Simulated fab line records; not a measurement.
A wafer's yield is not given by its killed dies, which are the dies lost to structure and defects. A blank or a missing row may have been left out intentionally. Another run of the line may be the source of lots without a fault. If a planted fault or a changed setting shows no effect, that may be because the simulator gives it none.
Split-lot experiment || flow n5-finfet || 21 wafers read across 7 lots, on a route 1938 steps long

== SPLIT DETAILS ==
At N5_BEOL_M14_SPUTTER_43 (material TaN, target thk 15 nm, time 24.19 s), the setting time-s was moved away from the recipe's 24.19 s on 10 of the 21 wafers read, by -10.3% to +10.2%. For the rest of the wafers, this setting stayed at what the recipe calls for.

The split's own step is where the reading is taken.

== THE READING ==
TaN_of_BEOL_M14_SPUTTER_43.thk-nm (the simulator's own value, which no gauge read), in nm, at N5_BEOL_M14_SPUTTER_43 (material TaN, target thk 15 nm, time 24.19 s). The file does not state a usual value for it. Across the 11 wafers here that went through the recipe, the average is 14.9 nm and the standard deviation 0.16 nm.

{"wafer": "L080.2", "tool, chamber at the split": "pvd-sputter-02, -", "time-s as run, s": 22.45, "against the recipe": "-7.2%", "TaN_of_BEOL_M14_SPUTTER_43.thk-nm, nm": 14.2, "against lot-mates on the recipe": -0.8}
{"wafer": "L080.3", "tool, chamber at the split": "pvd-sputter-02, -", "time-s as run, s": 22.45, "against the recipe": "-7.2%", "TaN_of_BEOL_M14_SPUTTER_43.thk-nm, nm": 14.2, "against lot-mates on the recipe": -0.8}
{"wafer": "L080.4", "tool, chamber at the split": "pvd-sputter-02, -", "time-s as run, s": 24.19, "against the recipe": "recipe", "TaN_of_BEOL_M14_SPUTTER_43.thk-nm, nm": 15, "against lot-mates on the recipe": "-"}
{"wafer": "L085.3", "tool, chamber at the split": "pvd-sputter-01, -", "time-s as run, s": 25.73, "against the recipe": "+6.4%", "TaN_of_BEOL_M14_SPUTTER_43.thk-nm, nm": 15.6, "against lot-mates on the recipe": "+1.0"}
{"wafer": "L085.5", "tool, chamber at the split": "pvd-sputter-01, -", "time-s as run, s": 25.73, "against the recipe": "+6.4%", "TaN_of_BEOL_M14_SPUTTER_43.thk-nm, nm": 15.8, "against lot-mates on the recipe": "+1.2"}
{"wafer": "L085.6", "tool, chamber at the split": "pvd-sputter-01, -", "time-s as run, s": 24.19, "against the recipe": "recipe", "TaN_of_BEOL_M14_SPUTTER_43.thk-nm, nm": 14.6, "against lot-mates on the recipe": "-"}
{"wafer": "L088.2", "tool, chamber at the split": "pvd-sputter-03, -", "time-s as run, s": 22.92, "against the recipe": "-5.3%", "TaN_of_BEOL_M14_SPUTTER_43.thk-nm, nm": 14.2, "against lot-mates on the recipe": "no lot-mate on the recipe"}
{"wafer": "L088.3", "tool, chamber at the split": "pvd-sputter-03, -", "time-s as run, s": 22.92, "against the recipe": "-5.3%", "TaN_of_BEOL_M14_SPUTTER_43.thk-nm, nm": 14.4, "against lot-mates on the recipe": "no lot-mate on the recipe"}
{"wafer": "L088.5", "tool, chamber at the split": "pvd-sputter-03, -", "time-s as run, s": 22.92, "against the recipe": "-5.3%", "TaN_of_BEOL_M14_SPUTTER_43.thk-nm, nm": 14.4, "against lot-mates on the recipe": "no lot-mate on the recipe"}
{"wafer": "L089.3", "tool, chamber at the split": "pvd-sputter-02, -", "time-s as run, s": 21.7, "against the recipe": "-10.3%", "TaN_of_BEOL_M14_SPUTTER_43.thk-nm, nm": 13.4, "against lot-mates on the recipe": -1.4}
{"wafer": "L089.4", "tool, chamber at the split": "pvd-sputter-02, -", "time-s as run, s": 21.7, "against the recipe": "-10.3%", "TaN_of_BEOL_M14_SPUTTER_43.thk-nm, nm": 13.4, "against lot-mates on the recipe": -1.4}
{"wafer": "L089.6", "tool, chamber at the split": "pvd-sputter-02, -", "time-s as run, s": 24.19, "against the recipe": "recipe", "TaN_of_BEOL_M14_SPUTTER_43.thk-nm, nm": 14.8, "against lot-mates on the recipe": "-"}
{"wafer": "L091.2", "tool, chamber at the split": "pvd-sputter-03, -", "time-s as run, s": 24.19, "against the recipe": "recipe", "TaN_of_BEOL_M14_SPUTTER_43.thk-nm, nm": 15, "against lot-mates on the recipe": "-"}
{"wafer": "L091.5", "tool, chamber at the split": "pvd-sputter-03, -", "time-s as run, s": 24.19, "against the recipe": "recipe", "TaN_of_BEOL_M14_SPUTTER_43.thk-nm, nm": 15, "against lot-mates on the recipe": "-"}
{"wafer": "L091.6", "tool, chamber at the split": "pvd-sputter-03, -", "time-s as run, s": 24.19, "against the recipe": "recipe", "TaN_of_BEOL_M14_SPUTTER_43.thk-nm, nm": 15, "against lot-mates on the recipe": "-"}
{"wafer": "L090.1", "tool, chamber at the split": "pvd-sputter-03, -", "time-s as run, s": 24.19, "against the recipe": "recipe", "TaN_of_BEOL_M14_SPUTTER_43.thk-nm, nm": 15, "against lot-mates on the recipe": "-"}
{"wafer": "L090.4", "tool, chamber at the split": "pvd-sputter-03, -", "time-s as run, s": 24.19, "against the recipe": "recipe", "TaN_of_BEOL_M14_SPUTTER_43.thk-nm, nm": 14.6, "against lot-mates on the recipe": "-"}
{"wafer": "L090.5", "tool, chamber at the split": "pvd-sputter-03, -", "time-s as run, s": 24.19, "against the recipe": "recipe", "TaN_of_BEOL_M14_SPUTTER_43.thk-nm, nm": 14.8, "against lot-mates on the recipe": "-"}
{"wafer": "L095.1", "tool, chamber at the split": "pvd-sputter-01, -", "time-s as run, s": 24.19, "against the recipe": "recipe", "TaN_of_BEOL_M14_SPUTTER_43.thk-nm, nm": 15, "against lot-mates on the recipe": "-"}
{"wafer": "L095.2", "tool, chamber at the split": "pvd-sputter-01, -", "time-s as run, s": 24.19, "against the recipe": "recipe", "TaN_of_BEOL_M14_SPUTTER_43.thk-nm, nm": 15, "against lot-mates on the recipe": "-"}
{"wafer": "L095.4", "tool, chamber at the split": "pvd-sputter-01, -", "time-s as run, s": 26.66, "against the recipe": "+10.2%", "TaN_of_BEOL_M14_SPUTTER_43.thk-nm, nm": 16.4, "against lot-mates on the recipe": "+1.4"}

THE FIT
A straight line over all 21 wafers: TaN_of_BEOL_M14_SPUTTER_43.thk-nm changes by +0.13 nm for each +1% of time-s; r = +0.97; the points scatter about the line by 0.17 nm.
The same after taking each lot's own level away (the mean of its wafers on the recipe; 18 wafers): +0.138 nm for each +1%; r = +0.99; scatter 0.12 nm.
The reading moves by 1.4 nm for the largest change in time-s, on that fit.
Across the lots, their own levels run from 14.60 to 15.00 nm, a range of 2.6 times the standard deviation given above.
Hence the lot-to-lot level has little effect on the slope; both slopes agree.
Check: with one of the wafers moved furthest among these (-10.3%) left out of the fit, the line predicts -1.37 nm for it against its lot-mates. It came out at -1.4 nm against them.

== OTHER SPLITS APPLIED TO THESE WAFERS ==
These wafers also went through other splits before the reading. Each is held against what the fit with the lots' levels taken away leaves over:
{"other split on the same wafers": "N5_BEOL_M9_COAT_64 spin-rpm", "wafers away from the commonest value": 6, "r with TaN_of_BEOL_M14_SPUTTER_43.thk-nm (lot level and that fit taken away)": "+0.37"}
{"other split on the same wafers": "N5_BEOL_M9_COAT_75 time-s", "wafers away from the commonest value": 5, "r with TaN_of_BEOL_M14_SPUTTER_43.thk-nm (lot level and that fit taken away)": "+0.00"}
{"other split on the same wafers": "N5_BEOL_M10_COAT_05 spin-rpm", "wafers away from the commonest value": 8, "r with TaN_of_BEOL_M14_SPUTTER_43.thk-nm (lot level and that fit taken away)": -0.02}
{"other split on the same wafers": "N5_BEOL_M10_ETCH_62 time-s", "wafers away from the commonest value": 2, "r with TaN_of_BEOL_M14_SPUTTER_43.thk-nm (lot level and that fit taken away)": "+0.43"}
{"other split on the same wafers": "N5_BEOL_M11_DESCUM_16 time-s", "wafers away from the commonest value": 7, "r with TaN_of_BEOL_M14_SPUTTER_43.thk-nm (lot level and that fit taken away)": -0.27}
{"other split on the same wafers": "N5_BEOL_M11_ETCH_62 time-s", "wafers away from the commonest value": 5, "r with TaN_of_BEOL_M14_SPUTTER_43.thk-nm (lot level and that fit taken away)": "+0.66"}
{"other split on the same wafers": "N5_BEOL_M11_ETCH_66 time-s", "wafers away from the commonest value": 8, "r with TaN_of_BEOL_M14_SPUTTER_43.thk-nm (lot level and that fit taken away)": "+0.05"}
{"other split on the same wafers": "N5_BEOL_M11_ETCH_41 time-s", "wafers away from the commonest value": 9, "r with TaN_of_BEOL_M14_SPUTTER_43.thk-nm (lot level and that fit taken away)": -0.50}
{"other split on the same wafers": "N5_BEOL_M12_ETCH_68 time-s", "wafers away from the commonest value": 8, "r with TaN_of_BEOL_M14_SPUTTER_43.thk-nm (lot level and that fit taken away)": "+0.10"}
{"other split on the same wafers": "N5_BEOL_M14_EXPOSE_07 dose-mj", "wafers away from the commonest value": 8, "r with TaN_of_BEOL_M14_SPUTTER_43.thk-nm (lot level and that fit taken away)": "+0.23"}

== THE FILE'S OWN FIT ==
TaN_of_BEOL_M14_SPUTTER_43.thk-nm changes by +0.137 nm for each +1% of time-s, r = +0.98.
